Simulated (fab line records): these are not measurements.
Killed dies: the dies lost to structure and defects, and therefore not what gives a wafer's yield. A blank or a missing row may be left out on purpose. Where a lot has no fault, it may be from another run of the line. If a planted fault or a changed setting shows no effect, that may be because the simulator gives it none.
fab line records    flow n5_finfet
record: lots: 11  wafers: 33  last_day: 19
route steps=1938 shown BEOL_M12@1658 BEOL_M13@1659 BEOL_M14@1723 PASSIVATION@1936
lots untouched by any fault: they come from a run of this same line in which no faults occurred
start_h: hours from the record's first day to the start of the lot's first wafer shown    wait_h: hours from the lot's prior step to this one    " unchanged from the row above    L1.1+2: a row that stands for several wafers    - value missing, or start not given    * or withheld: withheld    < > ~ a bound
route shown NAME@n: names a module that has steps shown in the file, with the first one's number in the route    usual: mean/standard deviation taken from wafers without a fault    same: alike in all rows    chamber/n: place in a boat    sites: the reading at each site    _std_site: standard deviation across them    _edge_site: the outer-site mean with the inner-site mean subtracted    radius_mm: how far each site lies from the wafer's centre    mask NAME#n: copy n    behind: the most recent tool/chamber to have shaped the wafer    hold: why the lot was held/for how many hours/how that ended    device: the transistor (n, p or np) that didn't switch    end of line: tests run on the same wafers once the route is complete    where a step has no rows: the recipe by itself    killed: the dies lost at the first sort to structure and to defects; this is not the yield of the wafer    map: the dies of a wafer, with x for killed, . for not killed, _ for no die there
set.NAME: the setting the step ran with; set.NAME@STEP: the setting that earlier step ran with    model.NAME: the simulator's own value behind a step, which no gauge read
route steps across a sampled set of lots; one table per step, one row per wafer
services: from which hour (start_h, from the record's first day; less than 0 if before it) a tool's chamber was out of use, for how many hours, and why
== steps ==
step: N5_BEOL_M12_INSPECT_55
recipe: inspect_instrument: darkfield  mode: post_dep
usual: raw_defect_count: 68/23
lot.wafer  tool               chamber  start_h  wait_h  raw_defect_count
L214.1     defect_inspect-01  -        280.39   0.0     66
L214.3     "                  -        "        "       67
L214.6     "                  -        "        "       42
L217.1     defect_inspect-02  -        310.00   0.0     57
L217.4     "                  -        "        "       108
L217.5     "                  -        "        "       65
L215.2     defect_inspect-01  -        310.54   0.0     56
L215.4     "                  -        "        "       61
L215.6     "                  -        "        "       53
L220.1     defect_inspect-01  -        328.97   0.0     64
L220.4     "                  -        "        "       45
L220.6     "                  -        "        "       49
L223.2     defect_inspect-01  -        349.91   0.0     46
L223.4     "                  -        "        "       87
L223.6     "                  -        "        "       56
L227.1     defect_inspect-01  -        359.38   0.0     39
L227.2     "                  -        "        "       45
L227.5     "                  -        "        "       59
L225.2     defect_inspect-02  -        363.24   0.0     86
L225.3     "                  -        "        "       71
L225.4     "                  -        "        "       64
L226.1     defect_inspect-01  -        376.72   0.0     53
L226.5     "                  -        "        "       73
L226.6     "                  -        "        "       88
L228.1     defect_inspect-01  -        393.13   0.0     102
L228.3     "                  -        "        "       57
L228.6     "                  -        "        "       88
L232.1     defect_inspect-01  -        405.64   0.0     51
L232.2     "                  -        "        "       43
L232.6     "                  -        "        "       63
L237.2     defect_inspect-02  -        432.15   0.0     69
L237.3     "                  -        "        "       42
L237.6     "                  -        "        "       52
step: N5_BEOL_M13_ILD_DEP_00
recipe: material: SiOC  target_thk_a: 8379.2  temp_c: 350  precursor: DEMS/O2  pressure_torr: 5  rf_w: 500  time_s: 166.4
usual: heater_power_w: 499/79  rf_fwd_power_W: 497.8/1.5  showerhead_plenum_p_Torr: 5.697/0.016  throttle_valve_pct: 11.9/0.54
lot.wafer  tool      chamber  start_h  wait_h  heater_power_w  rf_fwd_power_W  showerhead_plenum_p_Torr  throttle_valve_pct
L214.1     pecvd-02  0        280.42   0.0     368             495.7           5.705                     12.1
L214.3     "         2        "        "       565             499.5           5.710                     12.0
L214.6     "         2        "        "       597             499.9           5.703                     12.3
L217.1     pecvd-02  0        310.04   0.0     398             499.9           5.717                     12.5
L217.4     "         1        "        "       492             499.2           5.678                     11.2
L217.5     "         0        "        "       413             498.5           5.701                     12.4
L215.2     pecvd-02  1        310.58   0.0     513             499.8           5.686                     11.4
L215.4     "         0        "        "       431             498.5           5.707                     12.3
L215.6     "         1        "        "       414             499.7           5.670                     11.1
L220.1     pecvd-03  2        329.01   0.0     437             497.4           5.705                     10.9
L220.4     "         1        "        "       412             497.6           5.676                     12.4
L220.6     "         2        "        "       450             497.5           5.704                     10.8
L223.2     pecvd-03  0        349.95   0.0     503             497.8           5.689                     12.2
L223.4     "         0        "        "       564             497.8           5.670                     12.1
L223.6     "         2        "        "       392             499.1           5.717                     11.2
L227.1     pecvd-04  1        359.41   0.0     498             497.1           5.684                     11.3
L227.2     "         0        "        "       491             498.0           5.716                     12.3
L227.5     "         1        "        "       403             498.3           5.665                     11.5
L225.2     pecvd-03  2        363.28   0.0     478             497.5           5.708                     10.9
L225.3     "         1        "        "       443             496.7           5.681                     12.6
L225.4     "         0        "        "       586             498.9           5.690                     12.2
L226.1     pecvd-04  0        376.76   0.0     465             497.8           5.696                     12.6
L226.5     "         2        "        "       662             496.1           5.691                     11.8
L226.6     "         1        "        "       499             495.0           5.660                     11.4
L228.1     pecvd-02  2        393.17   0.0     560             499.3           5.701                     12.2
L228.3     "         2        "        "       582             498.9           5.704                     12.2
L228.6     "         2        "        "       490             498.1           5.698                     12.6
L232.1     pecvd-02  2        405.68   0.0     549             498.2           5.706                     12.5
L232.2     "         0        "        "       399             497.7           5.715                     12.3
L232.6     "         0        "        "       429             496.9           5.702                     12.5
L237.2     pecvd-02  0        432.19   0.0     396             495.1           5.705                     12.3
L237.3     "         2        "        "       569             498.9           5.707                     12.6
L237.6     "         0        "        "       414             495.8           5.709                     12.4
step: N5_BEOL_M13_OVL_MEAS_11
recipe: points_per_wafer: 44
usual: V12_OVL: 0/4.6
lot.wafer  tool        chamber  start_h  wait_h  V12_OVL[nm]
L214.1     overlay-01  0        281.03   0.0     -11
L214.3     "           0        "        "       -4
L214.6     "           0        "        "       -12
L217.1     overlay-02  0        310.52   0.0     -9
L217.4     "           0        "        "       -2
L217.5     "           0        "        "       -8
L215.2     overlay-01  0        311.07   0.0     1
L215.4     "           0        "        "       2
L215.6     "           0        "        "       -2
L220.1     overlay-01  0        329.62   0.0     5
L220.4     "           0        "        "       -5
L220.6     "           0        "        "       -5
L223.2     overlay-02  0        350.45   0.0     6
L223.4     "           0        "        "       5
L223.6     "           0        "        "       4
L227.1     overlay-01  0        359.90   0.0     2
L227.2     "           0        "        "       3
L227.5     "           0        "        "       0
L225.2     overlay-01  0        363.89   0.0     3
L225.3     "           0        "        "       7
L225.4     "           0        "        "       5
L226.1     overlay-01  0        377.37   0.0     -2
L226.5     "           0        "        "       -7
L226.6     "           0        "        "       1
L228.1     overlay-01  0        393.84   0.0     9
L228.3     "           0        "        "       8
L228.6     "           0        "        "       0
L232.1     overlay-01  0        406.22   0.0     2
L232.2     "           0        "        "       -1
L232.6     "           0        "        "       8
L237.2     overlay-02  0        432.68   0.0     10
L237.3     "           0        "        "       3
L237.6     "           0        "        "       7
step: N5_BEOL_M14_PEB_08
recipe: peb_temp_c: 130  peb_time_s: 90
usual: heater_power_total_W: 172.4/0.76  plate_temp_C: 129.97/0.14
lot.wafer  tool            chamber  start_h  wait_h  heater_power_total_W  plate_temp_C
L214.1     litho_track-02  0        285.13   0.1     172.2                 130.02
L214.3     "               0        "        "       173.9                 130.01
L214.6     "               0        "        "       172.9                 129.86
L217.1     litho_track-02  0        314.67   0.1     171.9                 130.10
L217.4     "               0        "        "       172.8                 130.00
L217.5     "               0        "        "       172.8                 130.11
L215.2     litho_track-04  0        314.83   0.0     173.2                 129.80
L215.4     "               0        "        "       173.0                 130.04
L215.6     "               0        "        "       171.9                 129.96
L220.1     litho_track-02  0        334.92   0.1     172.9                 129.78
L220.4     "               0        "        "       172.8                 129.97
L220.6     "               0        "        "       171.7                 130.15
L223.2     litho_track-02  0        354.18   0.0     172.2                 130.00
L223.4     "               0        "        "       173.5                 129.92
L223.6     "               0        "        "       172.8                 129.77
L227.1     litho_track-04  0        364.84   0.1     172.0                 130.01
L227.2     "               0        "        "       173.7                 129.84
L227.5     "               0        "        "       172.1                 129.93
L225.2     litho_track-01  0        371.94   0.0     168.7                 127.15
L225.3     "               0        "        "       167.7                 127.34
L225.4     "               0        "        "       167.8                 127.52
L226.1     litho_track-01  0        385.82   0.1     167.5                 127.04
L226.5     "               0        "        "       168.7                 127.14
L226.6     "               0        "        "       168.1                 127.27
L228.1     litho_track-04  0        401.99   0.1     172.9                 130.14
L228.3     "               0        "        "       171.6                 129.79
L228.6     "               0        "        "       172.4                 129.98
L232.1     litho_track-02  0        410.81   0.1     172.2                 129.79
L232.2     "               0        "        "       171.3                 130.08
L232.6     "               0        "        "       172.7                 129.81
L237.2     litho_track-02  0        437.66   0.0     172.1                 129.95
L237.3     "               0        "        "       173.0                 129.82
L237.6     "               0        "        "       171.9                 129.84
step: N5_BEOL_M14_CD_MEAS_10
recipe: target_cd_nm: 250  landing_energy_ev: 500  detector: se_inlens  polarity: opening
usual: cd_nm: 249.3/2.2
lot.wafer  tool       chamber  start_h  wait_h  cd_nm
L214.1     cd_sem-03  0        285.24   -       247.9
L214.3     "          0        "        "       248.1
L214.6     "          0        "        "       251.7
L217.1     cd_sem-03  0        314.79   -       250.9
L217.4     "          0        "        "       250.2
L217.5     "          0        "        "       248.5
L215.2     cd_sem-01  0        314.95   -       248.6
L215.4     "          0        "        "       251.0
L215.6     "          0        "        "       251.9
L220.1     cd_sem-01  0        335.03   -       248.1
L220.4     "          0        "        "       248.8
L220.6     "          0        "        "       250.1
L223.2     cd_sem-03  0        354.30   -       250.8
L223.4     "          0        "        "       249.5
L223.6     "          0        "        "       249.6
L227.1     cd_sem-02  0        364.95   -       248.6
L227.2     "          0        "        "       248.9
L227.5     "          0        "        "       251.5
L225.2     cd_sem-02  0        372.06   -       231.5
L225.3     "          0        "        "       233.0
L225.4     "          0        "        "       230.8
L226.1     cd_sem-01  0        385.94   -       232.3
L226.5     "          0        "        "       233.5
L226.6     "          0        "        "       235.8
L228.1     cd_sem-03  0        402.11   -       249.6
L228.3     "          0        "        "       251.6
L228.6     "          0        "        "       252.6
L232.1     cd_sem-02  0        410.93   -       252.4
L232.2     "          0        "        "       253.2
L232.6     "          0        "        "       251.1
L237.2     cd_sem-02  0        437.77   -       249.8
L237.3     "          0        "        "       252.2
L237.6     "          0        "        "       254.1
step: N5_PASSIVATION_PROBE_49
usual: defect_limited_yield: 91.5/1.4  killed_at_M0_to_M3: 34/11  killed_at_M4_up: 15/6  killed_at_contacts: 11/5.9  killed_at_front_end: 37/11  killed_at_other: 3.6/2.9  killed_dies: 101/17  killed_open: 66/12  killed_short: 33/7.8  sort_bin_5_function: 5.0/0.97  sort_bin_6_memory: 3.2/0.65  sort_bin_8_speed: 0.02/0.2  sort_n_pass: 1079/17  sort_yield_pct: 91.4/1.4
same: gross_dies: 1180  killed_at_back_side: 0  sort_bin_4_leakage[%]: 0
lot.wafer  tool       chamber  start_h  wait_h  defect_limited_yield[%]  killed_at_M0_to_M3  killed_at_M4_up  killed_at_contacts  killed_at_front_end  killed_at_other  killed_dies  killed_open  killed_short  sort_bin_5_function[%]  sort_bin_6_memory[%]  sort_bin_8_speed[%]  sort_n_pass  sort_yield_pct[%]
L225.2     prober-02  -        401.85   0.1     91.3                     42                  16               12                  32                   1                103          69           32            4.3                     4.2                   0                    1077         91.3
L226.1     prober-01  -        414.83   0.0     93.2                     23                  11               12                  28                   6                80           54           23            3.5                     3.1                   0                    1100         93.2
killed by level:class
L225.2 MOL_CONTACT_COAG:geometric_particle:open=12 BEOL_M2:geometric_particle:open=9 BEOL_M0_SAQP:geometric_particle:short=8 GATE_CUT:geometric_particle:open=6 BEOL_M3:geometric_particle:open=6 FIN_SAQP:geometric_particle:open=5 BEOL_M2:geometric_particle:short=5 BEOL_M0:geometric_particle:open=5
L226.1 MOL_CONTACT_COAG:geometric_particle:open=10 BEOL_M3:geometric_particle:open=7 DUMMY_GATE:geometric_particle:open=6 STI_FIN_REVEAL:geometric_particle:open=5 STARTING-WAFER:geometric_particle:short=5 BEOL_M0_SAQP:geometric_particle:short=4 BEOL_M2:geometric_particle:open=4 BEOL_M1:geometric_particle:open=3
== services ==
tool            chamber  start_h  hours  kind
pecvd-04        0        263.69   2.1    scheduled_down
pecvd-02        0        273.39   5.5    scheduled_down
pecvd-03        2        286.05   2.1    scheduled_down
pecvd-04        2        294.97   5.5    scheduled_down
pecvd-03        -        296.50   5.5    pm
pecvd-02        -        308.73   1.0    repair
pecvd-03        -        346.72   1.8    repair
pecvd-02        1        357.81   13.2   repair
pecvd-02        1        383.62   -      clean
pecvd-02        1        383.62   -      consumable_replace:showerhead
pecvd-02        1        383.62   29.0   scheduled_down
pecvd-02        1        383.62   29.0   vent_cycle
pecvd-02        0        386.27   2.1    scheduled_down
pecvd-03        2        395.78   5.5    scheduled_down
litho_track-01  -        406.44   -      consumable_replace:filter
== key ==
first_sign: step: N5_BEOL_M14_PEB_08  reading: plate_temp_C  direction: down  sigmas: 20  usual: *  struck: *
effect: step: N5_BEOL_M14_PEB_08  reading: heater_power_total_W  direction: down  sigmas: 5.7  usual: *  struck: *
effect: step: N5_BEOL_M14_CD_MEAS_10  reading: cd_nm  direction: down  sigmas: 7.4  usual: 249.3  struck: 232.8
met_at N5_BEOL_M14_PEB_08
struck_lots L225,L226
not_acting_at N5_BEOL_M12_INSPECT_55,N5_BEOL_M13_ILD_DEP_00,N5_BEOL_M13_OVL_MEAS_11
fault: kind: process_parameter_drift  tool: litho_track-01  chamber: -  onset_h: 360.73  steps: N5_BEOL_M14_PEB_08  channel: peb_temp_c  offset: *  shape: step  end_h: 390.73  acts_in: *  stated: *
